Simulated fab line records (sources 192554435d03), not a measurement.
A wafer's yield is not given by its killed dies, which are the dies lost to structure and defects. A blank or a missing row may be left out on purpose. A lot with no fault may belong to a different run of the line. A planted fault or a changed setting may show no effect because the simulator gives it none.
Split-lot trial	flow n5_finfet	21 wafers read from 7 lots, route of 1938 steps

THE SPLIT
At N5_BEOL_M14_ETCH_68 (etches SOC in N2/H2, time 450 s), the setting time_s was moved away from the recipe's 450 s on 7 of the 21 wafers read, by -11.1% to +11.8%. All remaining wafers had this setting at the recipe value.

Reading taken at the split's own step.

THE READING
SiARC_of_BEOL_M14_COAT_66.thk_nm (the simulator's own value, which no gauge read), in nm, at N5_BEOL_M14_ETCH_68 (etches SOC in N2/H2, time 450 s). The file does not state a usual value for it. The 14 wafers here that ran the recipe average 64.9 nm, standard deviation 0.72 nm.

wafer	tool, chamber at the split	time_s as run, s	against the recipe	SiARC_of_BEOL_M14_COAT_66.thk_nm, nm	against lot-mates on the recipe
L074.3	rie_diel-04, 3	450	recipe	64.2	-
L074.4	rie_diel-04, 1	450	recipe	64.4	-
L074.6	rie_diel-04, 1	450	recipe	64.8	-
L077.1	rie_diel-02, 0	417	-7.3%	67.8	+3.2
L077.4	rie_diel-02, 0	450	recipe	64.6	-
L077.5	rie_diel-02, 2	417	-7.3%	68.4	+3.8
L080.1	rie_diel-02, 1	400	-11.1%	70	+6.2
L080.4	rie_diel-02, 0	400	-11.1%	69.4	+5.6
L080.5	rie_diel-02, 3	450	recipe	63.8	-
L081.1	rie_diel-04, 2	487.5	+8.3%	61.2	-3.8
L081.2	rie_diel-04, 1	450	recipe	65	-
L081.3	rie_diel-04, 0	487.5	+8.3%	60.4	-4.6
L085.1	rie_diel-06, 2	502.9	+11.8%	62	-4.1
L085.4	rie_diel-06, 0	450	recipe	66.6	-
L085.6	rie_diel-06, 3	450	recipe	65.6	-
L093.2	rie_diel-02, 1	450	recipe	64.2	-
L093.4	rie_diel-02, 2	450	recipe	65.4	-
L093.5	rie_diel-02, 0	450	recipe	64.4	-
L097.1	rie_diel-06, 0	450	recipe	65.4	-
L097.2	rie_diel-06, 1	450	recipe	65.6	-
L097.6	rie_diel-06, 0	450	recipe	65.2	-

THE FIT
A straight line over all 21 wafers: SiARC_of_BEOL_M14_COAT_66.thk_nm changes by -0.404 nm for each +1% of time_s; r = -0.94; the points scatter about the line by 0.81 nm.
The same after taking each lot's own level away (the mean of its wafers on the recipe; 21 wafers): -0.475 nm for each +1%; r = -0.98; scatter 0.52 nm.
According to that fit, moving time_s by its largest amount changes the reading by 5.6 nm.
Across the lots, their own levels run from 63.80 to 66.10 nm, a range of 3.2 times the standard deviation given above.
So the slope is not independent of the lot-to-lot level: the two fits are not the same.
Check: -6.01 nm against its lot-mates is what the line predicts for one of the wafers moved furthest among these (+11.8%) when that wafer is left out of the fit. It came out at -4.1 nm against them.

FILE'S OWN FIT
SiARC_of_BEOL_M14_COAT_66.thk_nm changes by -0.453 nm for each +1% of time_s, r = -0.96.
